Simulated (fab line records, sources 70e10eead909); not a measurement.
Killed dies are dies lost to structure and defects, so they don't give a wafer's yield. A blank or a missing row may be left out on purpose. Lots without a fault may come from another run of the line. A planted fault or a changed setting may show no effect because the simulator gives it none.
A struck lot beside a sound one | flow nand_harc | 13 steps out of a route of 1159
Sound: wafers L345.1, L345.3, L345.6. Struck: wafers L339.2, L339.3, L339.6. The cause comes at the end.
At each step with rows: each side's tool, then ch and its chambers, then its first start. Under that, the readings that differ: sound wafers | struck wafers | difference of the means | sigmas: that difference in standard deviations of wafers without a fault.
alike: readings whose means differ by less than 2 such deviations, and words and numbers that are the same on both sides. not compared: withheld readings, readings that some wafer has no value for, bounds like >300 that may hide the same value, and numbers for which the record gives no deviation and whose values overlap.
The two part at a step that has a row with sigmas, a row that says differs or no value, or rows on one side only. Numbers that don't overlap but have no deviation are shown without sigmas and don't part them. A reading that every wafer of one side lacks parts them only if that side has two wafers or more.

NHARC_P_CONTACT_CMP_24: polishes, t overpolish 30 s, target thk 200 nm.
  sound on cmp-02 ch 2,3, day 10 19:01; struck on cmp-04 ch 0,2,3, day 9 04:06
  alike: motor_current_A, overpolish_run_s, slurry_flow_ml_min, time_to_endpoint_s
  not compared: pad_life_wafers
then, 1 step without rows for these wafers: NHARC_P_CONTACT_SRD_26.
NHARC_P_CONTACT_INSPECT_27:
  sound on defect_inspect-02, day 10 19:25; struck on defect_inspect-01, day 9 04:30
  alike: raw_defect_count
then, 8 steps without rows for these wafers: NHARC_P_M0_DEP_00 (deposits SiOC, target thk 150 nm); NHARC_P_M0_DEHYDRATE_01 (time 120 s); NHARC_P_M0_HMDS_02 (time 30 s); NHARC_P_M0_COAT_33 (time 65 s); NHARC_P_M0_COAT_03 (resist thk 90 nm); NHARC_P_M0_SOFTBAKE_04 (time 55 s); NHARC_P_M0_EBR_05; NHARC_P_M0_EXPOSE_06 (exposes mask P M0, target cd 90 nm).
NHARC_P_M0_PEB_07: peb time 65 s.
  sound on litho_track-04 ch 0, day 10 20:20; struck on litho_track-06, day 9 05:20
  no value came back on the struck wafers for chill_plate_temp_C (C), exhaust_pa (Pa); on the sound wafers chill_plate_temp_C (C) reads 22.95 22.98 23.06
then, 1 step without rows for these wafers: NHARC_P_M0_DEVELOP_08 (develop time 35 s).

WHERE THEY PART
Only at NHARC_P_M0_PEB_07, within this record.

WHY: what the simulator had put in
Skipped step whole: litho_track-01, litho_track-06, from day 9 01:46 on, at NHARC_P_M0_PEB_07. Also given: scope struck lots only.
